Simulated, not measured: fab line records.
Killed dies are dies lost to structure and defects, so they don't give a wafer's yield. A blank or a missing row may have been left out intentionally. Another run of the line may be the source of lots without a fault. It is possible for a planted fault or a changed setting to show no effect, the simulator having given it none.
Which of the tools did it?	flow n5Finfet	9 lots, 27 wafers sampled, at 7 steps of a route of 1938

WHAT THE GAUGES READ, wafer by wafer
N5_BEOL_M2_INSPECT_59: inspects for defects (darkfield).
lot	measured	on	rawDefectCount
L709	day 6 19:10	defectInspect-02	45 70 60
L712	day 8 03:13	defectInspect-01	67 88 57
L717	day 9 00:22	defectInspect-02	68 115 129
L719	day 9 13:50	defectInspect-02	70 52 86
L720	day 10 02:30	defectInspect-01	71 73 111
L723	day 10 11:07	defectInspect-01	52 143 86
L726	day 11 07:53	defectInspect-02	33 86 117
L728	day 11 20:52	defectInspect-02	68 113 121
L732	day 12 15:22	defectInspect-01	65 55 56

N5_BEOL_M3_INSPECT_13: inspects for defects (brightfield).
lot	measured	on	rawDefectCount
L709	day 6 20:31	defectInspect-02	503 521 429
L712	day 8 04:23	defectInspect-02	431 409 503
L717	day 9 01:57	defectInspect-02	302 489 427
L719	day 9 15:27	defectInspect-02	304 291 336
L720	day 10 05:04	defectInspect-02	662 474 584
L723	day 10 12:36	defectInspect-01	353 391 371
L726	day 11 09:02	defectInspect-02	737 900 774
L728	day 11 22:25	defectInspect-02	810 763 971
L732	day 12 16:55	defectInspect-01	380 429 323

N5_BEOL_M3_INSPECT_30: inspects for defects (brightfield).
lot	measured	on	rawDefectCount
L709	day 6 21:23	defectInspect-02	546 508 429
L712	day 8 05:17	defectInspect-01	409 371 444
L717	day 9 02:51	defectInspect-01	287 441 385
L719	day 9 16:27	defectInspect-02	323 282 324
L720	day 10 06:03	defectInspect-01	593 430 503
L723	day 10 13:47	defectInspect-02	378 419 370
L726	day 11 10:02	defectInspect-01	671 855 723
L728	day 11 23:30	defectInspect-01	756 735 878
L732	day 12 17:56	defectInspect-01	392 393 337

N5_BEOL_M4_RC_MEAS_101.
lot	measured	on	DIBL_N (mV/V)	DIBL_P (mV/V)	IOFF_N (nA/um)	IOFF_P (nA/um)	ION_N (uA/um)	ION_P (uA/um)	SS_N (mV/dec)	SS_P (mV/dec)	VT_N (mV)	VT_P (mV)
L709	day 8 01:25	prober-02	37.3 33.5 37.9	39.2 33.7 38.8	0.188 0.117 0.207	0.26 0.17 0.27	684 662 700	476 463 476	70.9 71.1 71.1	74.0 72.5 74.2	245 256 243	-248 -251 -245
L712	day 9 00:14	prober-02	38.4 39.5 36.4	37.5 39.5 35.9	0.175 0.193 0.144	0.22 0.27 0.20	679 685 678	461 473 464	72.8 72.2 70.8	73.6 74.4 73.0	251 250 251	-251 -249 -253
L717	day 9 19:12	prober-02	33.3 36.3 35.0	32.7 35.2 33.4	0.107 0.143 0.119	0.16 0.18 0.17	663 666 652	457 453 448	71.0 71.6 71.0	72.5 73.1 73.6	257 254 255	-256 -251 -253
L719	day 11 00:27	prober-01	36.1 35.8 35.7	38.3 37.3 36.3	0.179 0.177 0.165	0.27 0.27 0.23	676 675 670	469 474 467	71.6 71.6 71.9	74.0 74.0 72.8	250 247 248	-243 -244 -248
L720	day 11 05:25	prober-01	35.2 37.1 36.0	36.0 39.2 37.5	0.160 0.186 0.160	0.18 0.24 0.22	670 670 675	455 452 460	71.9 71.4 71.9	73.3 74.0 73.7	251 246 249	-252 -250 -251
L723	day 11 09:40	prober-02	38.2 36.9 35.5	38.4 36.4 36.7	0.195 0.161 0.151	0.25 0.22 0.23	687 676 679	470 463 468	71.4 71.7 71.4	74.1 73.1 73.3	247 248 249	-247 -247 -247
L726	day 12 11:53	prober-01	35.1 35.1 37.1	36.0 35.8 38.2	0.145 0.148 0.178	0.19 0.19 0.22	665 671 678	459 458 460	70.7 71.4 72.4	73.7 72.8 74.1	251 249 249	-252 -250 -252
L728	day 13 01:37	prober-01	36.5 37.5 34.7	36.6 37.0 35.0	0.159 0.174 0.136	0.20 0.21 0.18	669 680 661	459 464 460	71.4 72.2 70.6	73.7 73.4 72.9	253 250 253	-251 -249 -254
L732	day 13 18:08	prober-01	38.3 34.6 35.0	36.3 32.5 33.8	0.182 0.124 0.136	0.21 0.17 0.18	675 668 665	454 456 461	71.5 71.3 71.1	73.9 72.6 73.1	248 254 249	-251 -253 -253

WHAT TOOL EACH LOT RAN ON (gives the tool, then ch and the chambers of the sampled wafers, and finally the start)
lot	N5_BEOL_M2_DEP_57	N5_BEOL_M3_ILD_DEP_00	N5_BEOL_M3_PECVD_72
L709	pecvd-03 ch 0,1, day 6 19:04	pecvd-02 ch 0,1,2, day 6 19:13	pecvd-01 ch 0,1,2, day 6 19:19
L712	pecvd-03 ch 0,1, day 8 03:07	pecvd-02 ch 0,1, day 8 03:15	pecvd-03 ch 0,2, day 8 03:23
L717	pecvd-03 ch 1,2, day 9 00:16	pecvd-02 ch 0, day 9 00:25	pecvd-03 ch 0,1,2, day 9 00:34
L719	pecvd-02 ch 0,1,2, day 9 13:45	pecvd-01 ch 0,1,2, day 9 13:53	pecvd-03 ch 0,1, day 9 13:59
L720	pecvd-04 ch 1,2, day 10 02:23	pecvd-01 ch 0,2, day 10 02:32	pecvd-02 ch 0,2, day 10 02:38
L723	pecvd-04 ch 0,1,2, day 10 11:02	pecvd-03 ch 0,1, day 10 11:10	pecvd-01 ch 0,1, day 10 11:17
L726	pecvd-02 ch 0,1,2, day 11 07:48	pecvd-02 ch 0,2, day 11 07:56	pecvd-03 ch 0,2, day 11 08:02
L728	pecvd-03 ch 0,1,2, day 11 20:46	pecvd-02 ch 0,1,2, day 11 20:54	pecvd-01 ch 0,1,2, day 11 21:00
L732	pecvd-03 ch 1,2, day 12 15:16	pecvd-01 ch 1,2, day 12 15:24	pecvd-02 ch 0,2, day 12 15:31
- N5_BEOL_M2_DEP_57: deposits SiCN from 3MS/NH3, target thk 8 nm, time 14 s.
- N5_BEOL_M3_ILD_DEP_00: deposits SiOC from DEMS/O2, target thk 79 nm, time 15.3 s.
- N5_BEOL_M3_PECVD_72: deposits SiO2 from TEOS/O2, target thk 16 nm, time 18 s.

WHAT THE TOOLS THEMSELVES READ (means of the sampled wafers that have a number; where no wafer has one, the mark that the record gives instead)
N5_BEOL_M2_DEP_57.
lot	tool	showerheadPlenumPTorr (Torr)	throttleValvePct (%)
L709	pecvd-03	3.696	9.5
L712	pecvd-03	3.697	9.6
L717	pecvd-03	3.674	9.2
L719	pecvd-02	3.664	9.3
L720	pecvd-04	3.677	8.6
L723	pecvd-04	3.662	8.9
L726	pecvd-02	3.664	9.2
L728	pecvd-03	3.679	9.1
L732	pecvd-03	3.674	8.8

N5_BEOL_M3_ILD_DEP_00.
lot	tool	heaterPowerW (W)	showerheadPlenumPTorr (Torr)	throttleValvePct (%)
L709	pecvd-02	508	5.696	11.9
L712	pecvd-02	628	5.699	12.1
L717	pecvd-02	719	5.702	11.9
L719	pecvd-01	423	5.693	12.0
L720	pecvd-01	422	5.680	12.1
L723	pecvd-03	491	5.713	12.7
L726	pecvd-02	508	5.707	11.6
L728	pecvd-02	471	5.693	12.1
L732	pecvd-01	477	5.696	11.5

N5_BEOL_M3_PECVD_72.
lot	tool	heaterPowerW (W)	showerheadPlenumPTorr (Torr)	throttleValvePct (%)
L709	pecvd-01	641	8.79	22.0
L712	pecvd-03	716	8.82	22.7
L717	pecvd-03	777	8.86	23.0
L719	pecvd-03	754	8.91	23.7
L720	pecvd-02	868	8.80	22.1
L723	pecvd-01	629	8.79	23.3
L726	pecvd-03	775	8.80	21.4
L728	pecvd-01	630	8.79	22.0
L732	pecvd-02	834	8.82	22.0

THE ANSWER, worked out from the rows above alone
Rule: the lots themselves supply what counts as usual. The widest of any qualifying gaps counts: lots, ordered by their means at a reading, are off when they make up no more than a third of the lots, leave a main group of 4 or more, and stand apart from it by 3 or more times the standard deviation of that group's means. Not used: any main group whose means are identical at the precision the tables above print for the reading. A lot without any number at a reading at which 4 lots or more have one is off too. Where the step has rows for the other lots, those lots are counted as sound. Order of review: gauges by route order, followed by the tools' own readings, for which a lot's mean as printed above is used. The first step at which some lot is off is used, and at that step the reading that is off furthest; a lot without a number counts as furthest.
Off, at N5_BEOL_M3_INSPECT_30 on rawDefectCount: L726, L728. Main group: mean 408, sd 66.
If a tool, at a process step before that reading, ran all the lots that are off and no sound lot after the first of them, it fits. Gauges at N5_BEOL_M3_INSPECT_30: tried the same way as those tools. One candidate fits, namely pecvd-02 at N5_BEOL_M3_ILD_DEP_00. Its last sound lot is L717 (day 9 00:25), its first lot that is off L726 (day 11 07:56): a fault that began between those two fits.

WHAT THE SIMULATOR PUT IN
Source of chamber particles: pecvd-02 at N5_BEOL_M3_ILD_DEP_00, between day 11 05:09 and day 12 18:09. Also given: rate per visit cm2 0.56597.
Struck lots among those shown: L726, L728. The same result came from the rule above.
